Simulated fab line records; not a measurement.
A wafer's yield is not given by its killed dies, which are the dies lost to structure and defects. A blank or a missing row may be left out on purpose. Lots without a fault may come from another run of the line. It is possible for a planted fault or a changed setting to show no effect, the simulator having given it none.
The tool behind it: which one? | flow n5Finfet | 9 lots with 26 wafers sampled at 5 steps, on a route of 1938 steps

WHAT THE GAUGES SHOWED, per wafer
N5_PMOS_HMC_CHANNEL_EPI_INSPECT_11: inspects for defects (macro). Usual: rawDefectCount 2.2, standard deviation 1.4.
lot  | measured    | on               | rawDefectCount | flag
L239 | day 1 23:02 | defectInspect-01 | 2 2 4          | 
L240 | day 2 05:40 | defectInspect-02 | 2 1 1          | 
L243 | day 2 23:29 | defectInspect-01 | 1 2            | 
L245 | day 3 14:53 | defectInspect-02 | 1 3 3          | 
L254 | day 5 18:47 | defectInspect-02 | 1 3 0          | 
L255 | day 5 23:32 | defectInspect-01 | 1 1 4          | 
L258 | day 6 17:37 | defectInspect-01 | 3 1 1          | 
L259 | day 6 23:46 | defectInspect-02 | 0 2 6          | 
L260 | day 7 05:26 | defectInspect-01 | 3 3 2          | 

N5_BEOL_M4_RC_MEAS_101. Usual: DIBL_N 36.7 mV/V, standard deviation 2.6; DIBL_P 36.9 mV/V, standard deviation 2.8; IOFF_N 0.17 nA/um, standard deviation 0.043; IOFF_P 0.22 nA/um, standard deviation 0.05; ION_N 678 uA/um, standard deviation 15; ION_P 465 uA/um, standard deviation 9.2; SS_N 71.6 mV/dec, standard deviation 0.79; SS_P 73.5 mV/dec, standard deviation 0.82; VT_N 250 mV, standard deviation 3.9; VT_P -250 mV, standard deviation 3.7.
lot  | measured     | on        | DIBL_N (mV/V)  | DIBL_P (mV/V)  | IOFF_N (nA/um) | IOFF_P (nA/um) | ION_N (uA/um) | ION_P (uA/um) | SS_N (mV/dec)  | SS_P (mV/dec)  | VT_N (mV)   | VT_P (mV)      | flag
L239 | day 9 03:24  | prober-02 | 34.3 34.4 35.2 | 34.6 35.3 35.6 | 0.15 0.14 0.15 | 0.21 0.21 0.21 | 681 678 685   | 469 467 469   | 71.6 70.9 71.4 | 72.6 72.8 73.2 | 248 251 251 | -249 -253 -249 | 
L240 | day 8 23:42  | prober-02 | 36.1 35.9 37.1 | 37.0 36.4 37.0 | 0.16 0.14 0.16 | 0.18 0.17 0.17 | 697 662 690   | 466 446 459   | 71.5 71.6 71.8 | 73.2 73.2 74.1 | 248 254 251 | -254 -255 -257 | 
L243 | day 10 06:22 | prober-02 | 37.0 36.4      | 38.0 36.0      | 0.17 0.16      | 0.23 0.21      | 678 685       | 473 469       | 71.7 72.4      | 74.1 74.1      | 247 253     | -248 -250      | 
L245 | day 9 14:38  | prober-01 | 36.4 41.1 37.8 | 36.8 42.8 37.5 | 0.16 0.24 0.17 | 0.20 0.29 0.21 | 671 679 667   | 461 458 454   | 71.3 73.3 72.0 | 73.1 75.0 73.9 | 248 247 253 | -251 -247 -251 | 
L254 | day 12 05:47 | prober-02 | 37.8 35.0 33.4 | 37.5 35.2 32.9 | 0.18 0.13 0.12 | 0.23 0.20 0.16 | 678 669 667   | 461 467 460   | 71.8 71.2 70.8 | 73.5 72.2 73.3 | 248 251 253 | -250 -251 -252 | 
L255 | day 12 08:43 | prober-01 | 37.1 35.9 36.6 | 36.6 35.2 35.2 | 0.16 0.14 0.15 | 0.21 0.18 0.19 | 675 684 666   | 466 466 456   | 72.0 71.7 72.3 | 73.8 72.9 73.9 | 248 250 252 | -248 -252 -251 | 
L258 | day 14 00:41 | prober-02 | 38.8 36.5 39.8 | 37.9 35.2 39.3 | 0.20 0.15 0.24 | 0.24 0.21 0.28 | 690 664 703   | 475 454 470   | 71.3 70.6 71.8 | 74.6 73.6 74.4 | 244 251 244 | -248 -248 -248 | 
L259 | day 14 22:46 | prober-01 | 36.3 38.8 40.2 | 36.2 39.3 40.5 | 0.13 0.18 0.20 | 0.19 0.23 0.26 | 660 690 685   | 460 476 469   | 71.8 71.4 72.3 | 73.1 73.8 73.9 | 254 248 248 | -255 -250 -250 | 
L260 | day 14 00:39 | prober-01 | 31.9 35.5 32.5 | 32.4 36.8 32.3 | 0.11 0.16 0.11 | 0.16 0.20 0.15 | 661 670 652   | 461 451 453   | 70.0 71.8 70.7 | 73.0 73.0 71.9 | 254 248 254 | -252 -249 -255 | 

WHICH TOOL RAN EACH LOT (tool, then ch and the chambers of the sampled wafers, then the start)
lot  | N5_ZERO_LAYER_ETCH_18          | N5_PMOS_HMC_CHANNEL_EPI_DESCUM_14 | N5_PMOS_HMC_CHANNEL_EPI_HM_OPEN_15
L239 | rieSi-06 ch 0,2, day 1 18:52   | rieDiel-04 ch 1,2,3, day 1 23:21  | rieDiel-04 ch 1,2,3, day 1 23:25
L240 | rieSi-04 ch 0,1, day 2 01:10   | rieDiel-03 ch 0,2, day 2 05:42    | rieDiel-03 ch 0,2, day 2 05:46
L243 | rieSi-04 ch 0, day 2 18:47     | rieDiel-02 ch 0,3, day 2 23:31    | rieDiel-02 ch 0,3, day 2 23:35
L245 | rieSi-06 ch 0,1,2, day 3 07:48 | rieDiel-02 ch 1,2, day 3 14:55    | rieDiel-02 ch 1,2, day 3 15:00
L254 | rieSi-04 ch 0,1,3, day 5 12:55 | rieDiel-03 ch 0,3, day 5 18:49    | rieDiel-03 ch 0,3, day 5 18:53
L255 | rieSi-06 ch 0,3, day 5 18:49   | rieDiel-02 ch 0,1,2, day 5 23:35  | rieDiel-02 ch 0,1,2, day 5 23:40
L258 | rieSi-06 ch 1,2, day 6 12:55   | rieDiel-04 ch 0,1, day 6 18:21    | rieDiel-04 ch 0,1, day 6 18:26
L259 | rieSi-06 ch 0,1,3, day 6 19:28 | rieDiel-02 ch 1,2,3, day 6 23:48  | rieDiel-02 ch 1,2,3, day 6 23:53
L260 | rieSi-06 ch 0,1,3, day 7 00:47 | rieDiel-04 ch 1,2, day 7 05:28    | rieDiel-04 ch 1,2, day 7 05:33
- N5_ZERO_LAYER_ETCH_18: etches Si in HBr/Cl2, target depth 120 nm, time 40 s.
- N5_PMOS_HMC_CHANNEL_EPI_DESCUM_14: chemistry O2, time 7.9 s.
- N5_PMOS_HMC_CHANNEL_EPI_HM_OPEN_15: chemistry CHF3/O2, target SiO2, target depth 40.6 nm, time 20.3 s.

WHAT THE TOOLS THEMSELVES READ (means of the sampled wafers that have a number; where no wafer has one, the mark that the record gives instead)
N5_ZERO_LAYER_ETCH_18. Usual: biasW 75.00 W, standard deviation 0.21; chamberPressureMTorr 10.000 mTorr, standard deviation 0.0099; drypumpMotorCurrentA 5.5 A, standard deviation 0.5; oesProductAu 0.997 a.u., standard deviation 0.015; throttleValvePct 36.5 %, standard deviation 0.34.
lot  | tool     | biasW (W) | chamberPressureMTorr (mTorr) | drypumpMotorCurrentA (A) | oesProductAu (a.u.) | throttleValvePct (%) | flag
L239 | rieSi-06 | 75.15     | 10.003                       | 5.2                      | 1.002               | 36.4                 | 
L240 | rieSi-04 | 74.97     | 9.997                        | 5.8                      | 0.995               | 36.5                 | 
L243 | rieSi-04 | 75.23     | 9.997                        | 5.4                      | 0.994               | 36.4                 | 
L245 | rieSi-06 | 74.89     | 9.995                        | 5.5                      | 0.990               | 36.5                 | 
L254 | rieSi-04 | 76.71     | 9.993                        | 5.8                      | 1.011               | 36.4                 | OFF
L255 | rieSi-06 | 74.81     | 9.991                        | 5.5                      | 1.010               | 36.7                 | 
L258 | rieSi-06 | 74.88     | 10.005                       | 5.6                      | 0.978               | 36.2                 | 
L259 | rieSi-06 | 75.20     | 10.005                       | 5.6                      | 1.001               | 36.7                 | 
L260 | rieSi-06 | 75.02     | 10.005                       | 5.6                      | 1.003               | 36.7                 | 

N5_PMOS_HMC_CHANNEL_EPI_DESCUM_14. Usual: chamberPressureMTorr is 20.001 mTorr with standard deviation 0.017, drypumpMotorCurrentA is 5.6 A with standard deviation 0.45, oesProductAu is 0.76 a.u. with standard deviation 0.073, rfVppV is 243.3 V with standard deviation 1.3, showerheadPlenumPTorr is 2.10 Torr with standard deviation 0.054, tempC is 40.01 C with standard deviation 0.11, and throttleValvePct is 20.41 % with standard deviation 0.25.
lot  | tool       | chamberPressureMTorr (mTorr) | drypumpMotorCurrentA (A) | oesProductAu (a.u.) | rfVppV (V) | showerheadPlenumPTorr (Torr) | tempC (C) | throttleValvePct (%) | flag
L239 | rieDiel-04 | 20.007                       | 5.5                      | 0.78                | 244.1      | 2.17                         | 40.01     | 20.54                | 
L240 | rieDiel-03 | 20.005                       | 5.6                      | 0.74                | 243.4      | 2.07                         | 40.10     | 20.26                | 
L243 | rieDiel-02 | 20.008                       | 5.3                      | 0.78                | 241.8      | 2.05                         | 40.08     | 20.39                | 
L245 | rieDiel-02 | 20.000                       | 6.2                      | 0.74                | 243.5      | 2.11                         | 39.97     | 20.25                | 
L254 | rieDiel-03 | 20.011                       | 5.7                      | 0.71                | 241.8      | 2.06                         | 40.08     | 20.44                | 
L255 | rieDiel-02 | 19.992                       | 5.8                      | 0.76                | 242.6      | 2.09                         | 40.03     | 20.27                | 
L258 | rieDiel-04 | 19.989                       | 5.9                      | 0.71                | 243.7      | 2.14                         | 39.92     | 20.77                | 
L259 | rieDiel-02 | 19.979                       | 5.6                      | 0.72                | 243.4      | 2.10                         | 40.01     | 20.33                | 
L260 | rieDiel-04 | 20.007                       | 5.6                      | 0.78                | 243.7      | 2.16                         | 40.04     | 20.47                | 

N5_PMOS_HMC_CHANNEL_EPI_HM_OPEN_15. Usual: chamberPressureMTorr is 30.003 mTorr with standard deviation 0.024, drypumpMotorCurrentA is 5.6 A with standard deviation 0.45, oes_f_703_au is 0.76 a.u. with standard deviation 0.064, oesProductAu is 0.76 a.u. with standard deviation 0.072, rfVppV is 524 V with standard deviation 15, showerheadPlenumPTorr is 2.44 Torr with standard deviation 0.071, and throttleValvePct is 18.96 % with standard deviation 0.21.
lot  | tool       | chamberPressureMTorr (mTorr) | drypumpMotorCurrentA (A) | oes_f_703_au (a.u.) | oesProductAu (a.u.) | rfVppV (V) | showerheadPlenumPTorr (Torr) | throttleValvePct (%) | flag
L239 | rieDiel-04 | 29.991                       | 5.5                      | 0.79                | 0.80                | 523        | 2.52                         | 19.09                | 
L240 | rieDiel-03 | 30.026                       | 5.6                      | 0.73                | 0.75                | 536        | 2.41                         | 18.85                | 
L243 | rieDiel-02 | 30.029                       | 5.3                      | 0.77                | 0.78                | 524        | 2.38                         | 18.91                | 
L245 | rieDiel-02 | 29.988                       | 6.1                      | 0.76                | 0.75                | 529        | 2.45                         | 18.81                | 
L254 | rieDiel-03 | 29.987                       | 5.7                      | 0.71                | 0.71                | 526        | 2.39                         | 18.96                | 
L255 | rieDiel-02 | 30.007                       | 5.8                      | 0.76                | 0.77                | 536        | 2.41                         | 18.76                | 
L258 | rieDiel-04 | 30.019                       | 5.9                      | 0.70                | 0.70                | 512        | 2.46                         | 19.15                | 
L259 | rieDiel-02 | 29.988                       | 5.7                      | 0.73                | 0.73                | 520        | 2.44                         | 18.95                | 
L260 | rieDiel-04 | 29.999                       | 5.6                      | 0.79                | 0.79                | 524        | 2.51                         | 19.08                | 

THE ANSWER, worked out from the rows above alone
Rule: take the mean of a lot's wafers that have a number; if it is more than 3 standard deviations from the usual mean, the lot is off. Also off: a lot with no number at a reading for which 4 or more lots have one. The other lots that the step has rows for count as sound. Order of review: gauges by route order, followed by the tools' own readings, for which a lot's mean as printed above is used. At the first step where some lot is off, the reading lying furthest off is the one used; lots without a number count as furthest.
Off, at N5_ZERO_LAYER_ETCH_18 on biasW: L254.
A tool fits if, at that step or a process step before it, it ran every lot that is off, and no sound lot after the first of them. One candidate fits, namely rieSi-04 at N5_ZERO_LAYER_ETCH_18. A fault onset in the window from L243 (day 2 18:47, its last sound lot) to L254 (day 5 12:55, its first lot off) fits.
The tool's own readings at N5_ZERO_LAYER_ETCH_18 bear it out: on the lots that are off they differ by more than 5 times the standard deviation of the sound lots' means. biasW reads 76.71 W there against 75.02 W on the sound lots.

WHAT THE SIMULATOR HAD INSERTED
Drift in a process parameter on rieSi-04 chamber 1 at N5_ZERO_LAYER_ETCH_18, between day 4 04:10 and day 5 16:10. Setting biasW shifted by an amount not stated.
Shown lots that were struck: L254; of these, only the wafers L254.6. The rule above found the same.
